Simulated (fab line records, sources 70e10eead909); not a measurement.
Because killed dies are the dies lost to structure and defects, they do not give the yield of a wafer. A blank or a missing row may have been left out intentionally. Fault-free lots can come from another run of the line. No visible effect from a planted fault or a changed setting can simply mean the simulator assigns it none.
Code-filled problem report in 8D (eight disciplines) form + flow nand harc + the parts of the form that need people (team, actions taken, sign-off) are left out

## 1. THE ISSUE
killed at array at NHARC_END_SORT_01 reads a mean of 311 on 3 wafers of 2 lots; wafers without a fault read 28 with a standard deviation of 11. That puts it +26 standard deviations away from the usual mean.
Earliest sighting: wafer L491.2 on prober-01 at day 23 21:13. At this step, 6 wafers from 2 lots have a number in the record. Rule for "out", or "out of limits": more than 4 standard deviations from the usual mean. Any other wafer with a number is counted as sound.

## 2. WHAT IT IS, AND WHAT IT ISN'T
| question                    | is                           | is not                                                                  |
|-----------------------------|------------------------------|-------------------------------------------------------------------------|
| which readings at this step | killed at array, killed dies | killed at other, killed at periphery, killed open, killed short         |
| which lots                  | L491, L495                   | -                                                                       |
| which wafers of those lots  | L491.2, L495.2, L495.3       | L491.1, L491.4, L495.6                                                  |
| read on which gauges        | prober-01, prober-02         | -                                                                       |
| when                        | from day 23 21:13            | up to then (1 sound wafer); but 2 sound wafers of L491, L495 came after |

## 3. WHAT RULES OUT EACH SUSPECT
Counting: any tool at a process step up to the reading remains a suspect provided it ran every lot that is out. Sound lots after the first of them don't rule it out here, since some wafers of a struck lot are sound.
- the gauge at NHARC_END_SORT_01: ruled out. 2 gauges (prober-01, prober-02) read the wafers that are out.
- rie diel-03 at NHARC_A_STAIRCASE_ETCH_223 (etches the open film in C4F8/O2, target depth 100 nm, time 40.5 s): kept. It ran every lot that is out, first L491 (day 15 08:01). With no start given for some of its lots, NHARC_A_STAIRCASE_ETCH_223 uses the hours and lot order of NHARC_A_STAIRCASE_ETCH_225.
- rie diel-03 at NHARC_A_STAIRCASE_ETCH_225 (etches the open film in C4F8/O2, target depth 100 nm, time 40.5 s): kept. It ran every lot that is out, first L491 (day 15 08:01). Its own run length s readings are out on those wafers.
- rie diel-03 at NHARC_A_STAIRCASE_ETCH_227 (etches the open film in C4F8/O2, target depth 100 nm, time 40.5 s): kept. It ran every lot that is out, first L491 (day 23 20:25). With no start given for some of its lots, NHARC_A_STAIRCASE_ETCH_227 uses the hours and lot order of NHARC_END_SORT_01.
Still standing after the count: rie diel-03 at NHARC_A_STAIRCASE_ETCH_223, rie diel-03 at NHARC_A_STAIRCASE_ETCH_225, rie diel-03 at NHARC_A_STAIRCASE_ETCH_227.

## 4. THE CAUSE (what the simulator had put in)
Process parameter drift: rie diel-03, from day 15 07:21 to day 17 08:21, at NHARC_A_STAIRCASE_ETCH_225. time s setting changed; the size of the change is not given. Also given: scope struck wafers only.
Counting leaves 3 suspects; this tool is one of them.

## 5. THE CHAIN OF EFFECTS, in route order
Rows list readings where the struck wafers' mean (over those with a number) sits beyond 3 standard deviations from the usual. Readings are gone through only where the record gives a usual standard deviation; hours: the median, over the lots, of the time from a lot's start at the first step in this table giving one to that lot's start at this step; sigmas: the change measured in usual standard deviations.
| hours | step                       | reading         | usual  | on struck wafers | change | sigmas |
|-------|----------------------------|-----------------|--------|------------------|--------|--------|
| 0     | NHARC_A_STAIRCASE_ETCH_225 | run length s    | 61.9 s | 51.8             | -10.1  | -27    |
| 208   | NHARC_END_SORT_01          | killed at array | 28     | 311              | +283   | +26    |
| 208   | NHARC_END_SORT_01          | killed dies     | 32     | 313              | +281   | +23    |
The process steps in it:
- NHARC_A_STAIRCASE_ETCH_225: etches the open film in C4F8/O2, target depth 100 nm, time 40.5 s.

## 6. HOW IT WOULD HAVE BEEN CAUGHT EARLIER
The first out-of-limits reading at a measuring or inspecting step in this record came at day 23 21:13, 206 hours after the fault's start at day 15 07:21.
Tool's own readings at NHARC_A_STAIRCASE_ETCH_225, run length s: out on all struck wafers the step has rows for; an alarm limit on them would have tripped on the first.
Each of the lots that are out, 2 in all, had begun NHARC_A_STAIRCASE_ETCH_225 on rie diel-03 no later than day 23 21:13. None of them would have been spared by holding the tool at that moment.
